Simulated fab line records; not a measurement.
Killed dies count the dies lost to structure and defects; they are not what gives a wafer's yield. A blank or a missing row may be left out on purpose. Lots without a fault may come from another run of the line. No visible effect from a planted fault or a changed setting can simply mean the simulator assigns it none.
fab line records	flow n5Finfet
[record] lots = 7	wafers = 39
route steps=1938 shown FIN_SAQP@96 DUMMY_GATE@220 SDB@347 GATE_CUT@466
startH: hours from the record's first day to the start of the lot's first wafer shown	waitH: hours since the lot's step before	" repeats the value in the row above	L1.1+2: several wafers, shown together as one row	- no value, or no start was given	* or withheld: withheld	< > ~ a bound
route shown NAME@n: NAME is a module with steps in the file, n the number in the route of the first one	usual: mean/standard deviation of fault-free wafers	same: alike in all rows	chamber/n: place in a boat	sites: readings site by site	_std_site: standard deviation of those values	_edge_site: outer sites' mean less inner sites'	radiusMm: for every site, how far away it sits from the centre of the wafer	mask NAME#n: copy n	behind: the last tool/chamber to shape the wafer	hold: what put the lot on hold/how long, in hours/how the hold closed	device: names the non-switching transistor (n, p or np)	end of line: tests run on the same wafers once the route is complete	a step given without rows: its recipe and nothing more	killed: count of dies lost to structure and defects at first sort (not the wafer's yield)	map: per-die view of a wafer (x killed, . not killed, _ where there is no die)
set.NAME: the setting as run; set.NAME@STEP: as run at that earlier step	model.NAME: the simulator's own value behind a step, which no gauge read
lots run with intentionally changed settings; tables by step, rows by wafer
[[steps]]
[step N5_FIN_SAQP_HM_DEP_03]
[recipe] material = SiNx	targetThkA = 380	tempC = 400	precursor = SiH4/NH3/N2	pressureTorr = 1.5	rfW = 300	timeS = 33.6
lot.wafer	tool	chamber	startH	waitH	set.targetThkA	model.SiNx_of_FIN_SAQP_HM_DEP_03.thkNm
L074.1	pecvd-02	1	20.66	0.2	195.3	19.48
L074.2	"	0	"	"	195.3	19.53
L074.3	"	2	"	"	195.3	19.55
L074.4	"	2	"	"	380	38.25
L074.5	"	0	"	"	380	38.82
L074.6	"	1	"	"	380	38.27
L080.1	pecvd-02	2	56.64	0.2	380	37.26
L080.4	"	0	"	"	380	38.46
L080.6	"	2	"	"	380	37.8
L087.1+2	pecvd-02	1,0	100.71	0.2	380	37.87
L087.3	"	2	"	"	380	37.84
L087.4	"	2	"	"	564.9	57.27
L087.5	"	0	"	"	564.9	57.08
L087.6	"	1	"	"	564.9	57.64
L088.1	pecvd-03	0	106.21	0.2	380	37.53
L088.2	"	1	"	"	380	37.75
L088.3	"	2	"	"	380	37.71
L088.4	"	0	"	"	380	38.4
L088.5	"	2	"	"	380	38.18
L088.6	"	1	"	"	380	38.45
L090.1+4	pecvd-04	0,2	118.09	0.2	380	37.89
L090.2	"	1	"	"	561	55.43
L090.3	"	2	"	"	380	37.75
L090.5	"	1	"	"	561	56.28
L090.6	"	0	"	"	561	56.37
L095.1	pecvd-04	2	147.00	0.2	483.1	47.19
L095.2	"	1	"	"	380	37.4
L095.3	"	0	"	"	483.1	48.23
L095.4	"	0	"	"	380	38.06
L095.5	"	1	"	"	483.1	48.53
L095.6	"	2	"	"	380	37.98
L096.1	pecvd-03	0	152.61	0.2	218.7	22.27
L096.2	"	2	"	"	218.7	21.92
L096.3	"	1	"	"	218.7	21.6
L096.4	"	2	"	"	380	38.75
L096.5	"	0	"	"	380	38.74
L096.6	"	1	"	"	380	38.66
[step N5_FIN_SAQP_THK_MEAS_05]
[usual] thkNm = 38.1/0.48
lot.wafer	tool	chamber	startH	waitH	set.targetThkA@FIN_SAQP_HM_DEP_03	thkNm
L074.1	filmMetro-02	-	20.74	0.1	195.3	19.5
L074.2	"	-	"	"	195.3	19.5
L074.3	"	-	"	"	195.3	19.6
L074.4	"	-	"	"	380	38.2
L074.5	"	-	"	"	380	38.9
L074.6	"	-	"	"	380	38.3
L080.1	filmMetro-02	-	56.72	0.1	380	37.2
L080.4	"	-	"	"	380	38.5
L080.6	"	-	"	"	380	37.8
L087.1	filmMetro-02	-	100.80	0.1	380	37.8
L087.2	"	-	"	"	380	37.9
L087.3	"	-	"	"	380	37.9
L087.4	"	-	"	"	564.9	57.2
L087.5	"	-	"	"	564.9	57.1
L087.6	"	-	"	"	564.9	57.7
L088.1	filmMetro-01	-	106.30	0.1	380	37.5
L088.2	"	-	"	"	380	37.7
L088.3	"	-	"	"	380	37.7
L088.4	"	-	"	"	380	38.3
L088.5	"	-	"	"	380	38.2
L088.6	"	-	"	"	380	38.5
L090.1	filmMetro-01	-	118.18	0.1	380	37.8
L090.2	"	-	"	"	561	55.4
L090.3	"	-	"	"	380	37.8
L090.4	"	-	"	"	380	37.9
L090.5	"	-	"	"	561	56.3
L090.6	"	-	"	"	561	56.3
L095.1	filmMetro-01	-	147.08	0.1	483.1	47.3
L095.2	"	-	"	"	380	37.4
L095.3	"	-	"	"	483.1	48.3
L095.4	"	-	"	"	380	38.1
L095.5	"	-	"	"	483.1	48.5
L095.6	"	-	"	"	380	37.9
L096.1	filmMetro-02	-	152.69	0.1	218.7	22.3
L096.2	"	-	"	"	218.7	21.9
L096.3	"	-	"	"	218.7	21.6
L096.4	"	-	"	"	380	38.7
L096.5	"	-	"	"	380	38.8
L096.6	"	-	"	"	380	38.7
[step N5_FIN_SAQP_PECVD_47]
[recipe] material = a-Si	targetThkA = 450	tempC = 400	precursor = SiH4/He	pressureTorr = 3	rfW = 100	timeS = 36.3
[step N5_FIN_SAQP_PECVD_48]
[recipe] material = SiNx	targetThkA = 250	tempC = 400	precursor = SiH4/NH3/N2	pressureTorr = 1.5	rfW = 300	timeS = 22.1
[step N5_FIN_SAQP_MANDREL2_REMOVE_60]
[recipe] chemistry = HBr/Cl2/O2	btTimeS = 10	target = a-Si	stopOn = SiNx	endpoint = OES-SiCl	overEtchFrac = 1	icpW = 600	biasW = 22	HBr_flow_sccm = 150	Cl2_flow_sccm = 80	O2_flow_sccm = 5	pressureMtorr = 10
[step N5_FIN_SAQP_HM_OPEN_33]
[recipe] chemistry = CH3F/O2	target = SiNx	maskMaterial = SiO2	targetDepthA = 494	timeS = 70.6	pressureMtorr = 30	sourceW = 395	biasW = 73	Ar_flow_sccm = 150	CH3F_flow_sccm = 30	O2_flow_sccm = 20	ionEnergyEv = 120	ends = cleared
[usual] etchRfOnTimeS = 69.2/1.4
lot.wafer	tool	chamber	startH	waitH	set.targetThkA@FIN_SAQP_HM_DEP_03	etchRfOnTimeS	model.etch.depthNm	model.FIN_SAQP.cdNm
L074.1	rieDiel-04	1	26.09	0.0	195.3	34.9	18.84	8.4
L074.2	"	2	"	"	195.3	34.3	18.87	8.4
L074.3	"	0	"	"	195.3	35.1	18.93	8.4
L074.4	"	2	"	"	380	68.3	37.59	8.2
L074.5	"	1	"	"	380	70.3	38.19	8
L074.6	"	0	"	"	380	69.5	37.6	8
L080.1	rieDiel-02	0	61.37	0.0	380	68.8	36.6	8.2
L080.4	"	2	"	"	380	69.5	37.83	8.2
L080.6	"	0	"	"	380	70.7	37.17	8.2
L087.1	rieDiel-02	3	105.60	0.2	380	70.7	37.24	8
L087.2	"	2	"	"	380	67.8	37.21	8.2
L087.3	"	0	"	"	380	67.4	37.18	8
L087.4	"	1	"	"	564.9	105.7	56.65	7.8
L087.5	"	2	"	"	564.9	102.8	56.45	7.8
L087.6	"	1	"	"	564.9	106.0	56.98	7.8
L088.1	rieDiel-02	3	111.59	0.2	380	70.5	36.9	8.2
L088.2	"	2	"	"	380	67.6	37.04	8.2
L088.3	"	1	"	"	380	69.0	37.06	8.2
L088.4	"	0	"	"	380	67.6	37.77	8.2
L088.5	"	0	"	"	380	67.6	37.47	8.2
L088.6	"	3	"	"	380	72.8	37.82	8.2
L090.1	rieDiel-06	2	123.06	0.2	380	69.4	37.18	8
L090.2	"	3	"	"	561	99.8	54.79	7.6
L090.3	"	1	"	"	380	68.4	37.12	8
L090.4	"	0	"	"	380	69.1	37.26	8
L090.5	"	2	"	"	561	104.0	55.66	7.8
L090.6	"	3	"	"	561	102.0	55.74	7.6
L095.1	rieDiel-06	3	152.29	0.0	483.1	85.5	46.54	7.8
L095.2	"	2	"	"	380	69.7	36.77	8.2
L095.3	"	0	"	"	483.1	89.5	47.53	7.8
L095.4	"	1	"	"	380	69.4	37.43	8
L095.5	"	3	"	"	483.1	88.3	47.91	8
L095.6	"	2	"	"	380	69.6	37.35	8
L096.1	rieDiel-02	3	157.61	0.0	218.7	41.2	21.59	8.4
L096.2	"	1	"	"	218.7	39.7	21.26	8.4
L096.3	"	0	"	"	218.7	37.8	20.97	8.4
L096.4	"	2	"	"	380	69.7	38.07	8.2
L096.5	"	2	"	"	380	69.3	38.06	8.2
L096.6	"	3	"	"	380	71.4	38	8
[step N5_FIN_SAQP_ETCH_34]
[recipe] chemistry = C4F6/O2	target = SiO2	targetDepthA = 450	timeS = 15	ionEnergyEv = 250	pressureMtorr = 30	sourceW = 345	biasW = 185	Ar_flow_sccm = 300	C4F6_flow_sccm = 10	O2_flow_sccm = 10	ends = cleared
[step N5_FIN_SAQP_STRIP_77]
[recipe] chemistry = N2/H2	timeS = 90	powerW = 100	tempC = 40	pressureMtorr = 100	rfFrequencyHz = 6e+07	biasPowerW = 3	n2FlowSccm = 300	h2FlowSccm = 300
[step N5_FIN_SAQP_ETCH_64]
[recipe] chemistry = CF4	target = SiO2	targetDepthA = 15	ionEnergyEv = 350	pressureMtorr = 10	icpW = 800	biasW = 400	cf4FlowSccm = 80
[step N5_FIN_SAQP_FIN_ETCH_36]
[recipe] chemistry = HBr/Cl2/O2	targetDepthA = 1200	maskMaterial = SiNx	timeS = 50.4	biasW = 102	pressureMtorr = 10	icpW = 800	HBr_flow_sccm = 150	Cl2_flow_sccm = 80	O2_flow_sccm = 12
lot.wafer	tool	chamber	startH	waitH	set.targetThkA@FIN_SAQP_HM_DEP_03	model.FIN_SAQP.cdNm
L074.1+2+3	rieSi-02	0,3,1	26.38	0.0	195.3	8.4
L074.4+5+6	"	2,0,3	"	"	380	8
L080.1	rieSi-03	2	61.66	0.0	380	8
L080.4+6	"	1,2	"	"	380	8.2
L087.1+3	rieSi-02	3,2	105.88	0.0	380	8
L087.2	"	0	"	"	380	8.2
L087.4+6	"	1,2	"	"	564.9	7.8
L087.5	"	3	"	"	564.9	7.6
L088.1+2+3+5+6	rieSi-04	1,0,2,1,0	111.88	0.0	380	8.2
L088.4	"	3	"	"	380	8
L090.1+3	rieSi-02	3,2	123.35	0.0	380	8
L090.2+6	"	0,3	"	"	561	7.6
L090.4	"	1	"	"	380	7.8
L090.5	"	0	"	"	561	7.8
L095.1+3+5	rieSi-02	2,0,3	152.58	0.0	483.1	7.8
L095.2	"	1	"	"	380	8.2
L095.4+6	"	3,0	"	"	380	8
L096.1+2+3	rieSi-02	2,1,0	157.90	0.0	218.7	8.4
L096.4+5	"	3,0	"	"	380	8
L096.6	"	1	"	"	380	7.8
[step N5_DUMMY_GATE_HM_DEP_06]
[recipe] material = SiNx	targetThkA = 800	precursor = DCS/NH3	tempC = 700	pressureMtorr = 300	timeS = 5141
lot.wafer	tool	chamber	startH	waitH	set.targetThkA	model.SiNx_of_DUMMY_GATE_HM_DEP_06.thkNm
L074.1	-	-	-	0.0	800	80
L074.2+3+6	"	-	"	"	800	79.8
L074.4+5	"	-	"	"	800	79.6
L080.1+4	lpcvd-02	1/40,1/54	76.43	0.0	800	81
L080.6	"	1/64	"	"	800	81.4
L087.1+3	-	-	-	0.0	393.6	39.8
L087.2	"	-	"	"	393.6	40
L087.4	"	-	"	"	393.6	40.2
L087.5	"	-	"	"	393.6	40.8
L087.6	"	-	"	"	393.6	40.6
L088.1	-	-	-	0.0	321.9	32.2
L088.2+5+6	"	-	"	"	321.9	32.6
L088.3	"	-	"	"	321.9	32
L088.4	"	-	"	"	321.9	32.4
L090.1	-	-	-	0.0	800	79.8
L090.2	"	-	"	"	800	80.4
L090.3	"	-	"	"	800	79.4
L090.4	"	-	"	"	800	80.2
L090.5	"	-	"	"	800	80
L090.6	"	-	"	"	800	79.2
L095.1	-	-	-	0.0	800	79.4
L095.2	"	-	"	"	800	78.8
L095.3	"	-	"	"	800	79
L095.4	"	-	"	"	800	78.4
L095.5	"	-	"	"	800	78.2
L095.6	"	-	"	"	800	78.6
L096.1	-	-	-	0.0	1072	108
L096.2	"	-	"	"	1072	107.2
L096.3+4	"	-	"	"	1072	108.2
L096.5	"	-	"	"	1072	107.8
L096.6	"	-	"	"	1072	108.6
[step N5_SDB_HM_DEP_00]
[recipe] material = SiNx	targetThkA = 400	tempC = 400	precursor = SiH4/NH3/N2	pressureTorr = 1.5	rfW = 300	timeS = 35.3
lot.wafer	tool	chamber	startH	waitH	set.targetThkA	model.SiNx_of_SDB_HM_DEP_00.thkNm
L074.1+6	pecvd-02	2,0	66.05	0.0	400	40
L074.2	"	0	"	"	400	39.8
L074.3	"	1	"	"	164.7	16.2
L074.4+5	"	1,2	"	"	164.7	16.4
L080.1	pecvd-03	2	100.57	0.0	400	40.2
L080.4	"	0	"	"	400	40.8
L080.6	"	2	"	"	400	40.6
L087.1	pecvd-03	0	142.96	0.0	288	28.2
L087.2	"	1	"	"	400	39.4
L087.3+4	"	2,0	"	"	288	28.6
L087.5	"	1	"	"	400	40.2
L087.6	"	2	"	"	400	40.4
L088.1+2	pecvd-03	2,0	153.08	0.0	217.2	21.8
L088.3	"	1	"	"	400	39.6
L088.4	"	1	"	"	400	40.8
L088.5	"	0	"	"	400	41
L088.6	"	2	"	"	217.2	22
L090.1+6	pecvd-03	1,2	160.68	0.0	400	40
L090.2	"	2	"	"	400	39.6
L090.3	"	0	"	"	400	39.8
L090.4+5	"	0,1	"	"	400	40.6
L095.1	pecvd-02	1	191.58	0.0	400	39.6
L095.2	"	2	"	"	185.5	18.6
L095.3	"	0	"	"	185.5	18
L095.4	"	2	"	"	185.5	18.8
L095.5	"	0	"	"	400	40.2
L095.6	"	1	"	"	400	40
L096.1	pecvd-03	0	199.30	0.0	277.7	27.6
L096.2	"	1	"	"	277.7	27.2
L096.3	"	2	"	"	400	39.8
L096.4	"	1	"	"	400	40.6
L096.5	"	2	"	"	400	40.2
L096.6	"	0	"	"	277.7	28
[step N5_SDB_COAT_03]
[recipe] resist = SOC	tempC = 250	timeS = 60	spinRpm = 1500	resistThkNm = 100
[step N5_SDB_COAT_04]
[recipe] resist = SiARC	tempC = 220	timeS = 60	spinRpm = 1500	resistThkNm = 18
[step N5_SDB_STRIP_19]
[recipe] chemistry = N2/H2	tempC = 40	n2FlowSccm = 200	h2FlowSccm = 200	rfFrequencyHz = 6e+07
[step N5_SDB_STRIP_21]
[recipe] chemistry = CF4	resist = SiARC	powerW = 300	biasPowerW = 75	pressureMtorr = 50	cf4FlowSccm = 150	rfFrequencyHz = 6e+07
[step N5_SDB_HM_OPEN_20]
[recipe] chemistry = CH3F/O2	target = SiNx	maskMaterial = SOC	targetDepthA = 240	stopOn = poly-Si	overEtchFrac = 0.4	ionEnergyEv = 120	pressureMtorr = 30	sourceW = 395	biasW = 73	Ar_flow_sccm = 150	CH3F_flow_sccm = 30	O2_flow_sccm = 20
[usual] oesProductAu = 0.65/0.067
lot.wafer	tool	chamber	startH	waitH	set.targetThkA@SDB_HM_DEP_00	oesProductAu	model.etch.depthNm
L074.1	rieDiel-04	2	66.70	0.0	400	0.74	24.07
L074.2	"	3	"	"	400	0.75	23.73
L074.3	"	0	"	"	164.7	0.27	0.2305
L074.4	"	1	"	"	164.7	0.27	0.4945
L074.5	"	3	"	"	164.7	0.35	0.3304
L074.6	"	2	"	"	400	0.74	23.91
L080.1	rieDiel-06	1	101.23	0.0	400	0.63	24.16
L080.4	"	0	"	"	400	0.68	24.79
L080.6	"	1	"	"	400	0.64	24.55
L087.1	rieDiel-04	3	143.88	0.0	288	0.52	12.25
L087.2	"	1	"	"	400	0.55	23.41
L087.3	"	2	"	"	288	0.52	12.55
L087.4	"	3	"	"	288	0.53	12.63
L087.5	"	1	"	"	400	0.56	24.12
L087.6	"	2	"	"	400	0.70	24.4
L088.1	rieDiel-02	0	153.73	0.0	217.2	0.42	5.761
L088.2	"	2	"	"	217.2	0.40	5.726
L088.3	"	3	"	"	400	0.54	23.53
L088.4	"	1	"	"	400	0.59	24.7
L088.5	"	2	"	"	400	0.70	24.98
L088.6	"	3	"	"	217.2	0.33	6.037
L090.1	rieDiel-02	3	161.44	0.0	400	0.56	24.1
L090.2	"	2	"	"	400	0.67	23.6
L090.3	"	1	"	"	400	0.58	23.74
L090.4	"	0	"	"	400	0.74	24.55
L090.5	"	0	"	"	400	0.74	24.7
L090.6	"	3	"	"	400	0.55	24.1
L095.1	rieDiel-04	3	193.34	0.0	400	0.68	23.59
L095.2	"	1	"	"	185.5	0.41	2.578
L095.3	"	2	"	"	185.5	0.33	1.991
L095.4	"	3	"	"	185.5	0.36	2.805
L095.5	"	1	"	"	400	0.78	24.19
L095.6	"	2	"	"	400	0.68	24.02
L096.1	rieDiel-04	1	201.85	0.0	277.7	0.56	11.69
L096.2	"	2	"	"	277.7	0.47	11.28
L096.3	"	3	"	"	400	0.67	23.73
L096.4	"	2	"	"	400	0.68	24.54
L096.5	"	3	"	"	400	0.67	24.2
L096.6	"	1	"	"	277.7	0.56	12.08
[step N5_SDB_STRIP_22]
[recipe] chemistry = N2/H2	powerW = 1000	tempC = 250	h2Frac = 0.65	overashFraction = 0.3	pressureMtorr = withheld	n2FlowSccm = 1750	h2FlowSccm = 3250
[step N5_SDB_PRECLEAN_23]
[recipe] chemistry = dHF	timeS = 30	tempC = 25	dilution = withheld
[step N5_SDB_DUMMY_REMOVE_24]
[recipe] chemistry = TMAH	tempC = 70	target = poly-Si	stopOn = SiO2	targetDepthNm = 142	concWtPct = 5	timeS = 57	dry = ipaMarangoni	rinseTimeS = 30	rinseTempC = 23
[step N5_SDB_ETCH_25]
[recipe] chemistry = C4F6/O2	target = SiO2	targetDepthA = 100	timeS = 3.3	ionEnergyEv = 250	maskMaterial = SiNx	pressureMtorr = 30	sourceW = 345	biasW = 185	Ar_flow_sccm = 300	C4F6_flow_sccm = 10	O2_flow_sccm = 10
[step N5_SDB_CUT_ETCH_26]
[recipe] chemistry = HBr/Cl2/O2	target = Si	targetDepthA = 1296	btTimeS = 20	maskMaterial = SiNx	timeS = 51.8	ionEnergyEv = *	biasW = *	pressureMtorr = 10	icpW = 800	HBr_flow_sccm = 150	Cl2_flow_sccm = 80	O2_flow_sccm = 12
lot.wafer	tool	chamber	startH	waitH	set.targetThkA@SDB_HM_DEP_00	model.SiNx_of_SDB_HM_DEP_00.thkNm
L074.1	rieSi-02	3	67.12	0.1	400	22.4
L074.2	"	0	"	"	400	21.8
L074.3+4+5	"	2,1,3	"	"	164.7	0
L074.6	"	2	"	"	400	22
L080.1+6	rieSi-03	3,2	101.61	0.1	400	22.6
L080.4	"	0	"	"	400	23
L087.1	rieSi-02	3	144.27	0.1	288	10.4
L087.2	"	0	"	"	400	21.4
L087.3	"	1	"	"	288	10.8
L087.4	"	2	"	"	288	10.6
L087.5	"	2	"	"	400	22
L087.6	"	1	"	"	400	22.6
L088.1+6	rieSi-03	3,2	154.11	0.1	217.2	4
L088.2	"	0	"	"	217.2	3.8
L088.3	"	2	"	"	400	21.6
L088.4	"	1	"	"	400	22.6
L088.5	"	1	"	"	400	22.8
L090.1+4	rieSi-02	3,0	161.83	0.1	400	22.6
L090.2+3	"	1,2	"	"	400	21.8
L090.5	"	1	"	"	400	23
L090.6	"	0	"	"	400	22.2
L095.1	rieSi-03	0	195.71	0.1	400	21.6
L095.2	"	1	"	"	185.5	0.6
L095.3	"	3	"	"	185.5	0.2
L095.4	"	2	"	"	185.5	0.8
L095.5	"	3	"	"	400	22.4
L095.6	"	0	"	"	400	22.2
L096.1	rieSi-04	3	203.87	0.1	277.7	9.8
L096.2	"	1	"	"	277.7	9.4
L096.3	"	0	"	"	400	21.8
L096.4	"	2	"	"	400	22.6
L096.5	"	2	"	"	400	22.2
L096.6	"	3	"	"	277.7	10
[step N5_GATE_CUT_ETCH_56]
[recipe] chemistry = Cl2/Ar	target = TiN	targetDepthA = 216	pressureMtorr = 10	icpW = 600	biasW = 60	Cl2_flow_sccm = 40	Ar_flow_sccm = 60
lot.wafer	tool	chamber	startH	waitH	set.targetDepthA	model.etch.depthNm
L074.1	rieMetal-02	1	79.95	0.1	216	22.24
L074.2	"	0	"	"	216	22.1
L074.3	"	0	"	"	216	22.04
L074.4	"	1	"	"	216	22.33
L074.5	"	0	"	"	216	22.06
L074.6	"	1	"	"	216	22.32
L080.1	rieMetal-02	0	115.22	0.1	216	21.91
L080.4	"	1	"	"	216	22.18
L080.6	"	1	"	"	216	22.34
L087.1	rieMetal-01	1	157.31	0.1	167.1	16.55
L087.2	"	0	"	"	167.1	16.68
L087.3	"	1	"	"	216	21.39
L087.4	"	0	"	"	167.1	16.65
L087.5	"	1	"	"	216	21.48
L087.6	"	0	"	"	216	21.77
L088.1	rieMetal-02	1	167.34	0.1	216	22.28
L088.2	"	0	"	"	216	21.99
L088.3	"	0	"	"	99.24	10.18
L088.4	"	1	"	"	216	22.2
L088.5	"	0	"	"	99.24	10.16
L088.6	"	1	"	"	99.24	10.24
L090.1	rieMetal-01	0	174.74	0.1	216	21.38
L090.2	"	1	"	"	249.9	24.78
L090.3	"	0	"	"	249.9	24.97
L090.4	"	1	"	"	249.9	24.65
L090.5	"	1	"	"	216	21.25
L090.6	"	0	"	"	216	21.53
L095.1	rieMetal-02	0	210.96	0.1	216	21.72
L095.2	"	1	"	"	216	22.17
L095.3	"	0	"	"	216	22.01
L095.4+6	"	1,0	"	"	216	22.04
L095.5	"	1	"	"	216	22.19
L096.1	rieMetal-01	0	216.81	0.1	160.3	16.12
L096.2	"	1	"	"	216	21.63
L096.3	"	0	"	"	216	21.58
L096.4+5	"	1	"	"	160.3	16.09
L096.6	"	0	"	"	216	21.45
[[key]]
[split] step = N5_FIN_SAQP_HM_DEP_03	setting = targetThkA	stated = 380	by = wafer
[response] step = N5_FIN_SAQP_HM_DEP_03	reading = model.SiNx_of_FIN_SAQP_HM_DEP_03.thkNm	change = +0.39	per = 1%	r = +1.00
[response] step = N5_FIN_SAQP_THK_MEAS_05	reading = thkNm	change = *	per = 1%	r = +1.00
[response] step = N5_FIN_SAQP_HM_OPEN_33	reading = etchRfOnTimeS	change = *	per = 1%	r = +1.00
[response] step = N5_FIN_SAQP_HM_OPEN_33	reading = model.etch.depthNm	change = +0.39	per = 1%	r = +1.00
[response] step = N5_FIN_SAQP_HM_OPEN_33	reading = model.FIN_SAQP.cdNm	change = -0.00648	per = 1%	r = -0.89
[response] step = N5_FIN_SAQP_FIN_ETCH_36	reading = model.FIN_SAQP.cdNm	change = -0.00791	per = 1%	r = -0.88
[split] step = N5_DUMMY_GATE_HM_DEP_06	setting = targetThkA	stated = 800	by = lot
[response] step = N5_DUMMY_GATE_HM_DEP_06	reading = model.SiNx_of_DUMMY_GATE_HM_DEP_06.thkNm	change = +0.797	per = 1%	r = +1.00
[split] step = N5_SDB_HM_DEP_00	setting = targetThkA	stated = 400	by = wafer
[response] step = N5_SDB_HM_DEP_00	reading = model.SiNx_of_SDB_HM_DEP_00.thkNm	change = +0.404	per = 1%	r = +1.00
[response] step = N5_SDB_HM_OPEN_20	reading = oesProductAu	change = +0.00609	per = 1%	r = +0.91
[response] step = N5_SDB_HM_OPEN_20	reading = model.etch.depthNm	shape = bent	atLowest = 0.3518	atStated = 24.14	atHighest = 24.14
[response] step = N5_SDB_CUT_ETCH_26	reading = model.SiNx_of_SDB_HM_DEP_00.thkNm	change = +0.394	per = 1%	r = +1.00
[split] step = N5_GATE_CUT_ETCH_56	setting = targetDepthA	stated = 216	by = wafer
[response] step = N5_GATE_CUT_ETCH_56	reading = model.etch.depthNm	change = +0.219	per = 1%	r = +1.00
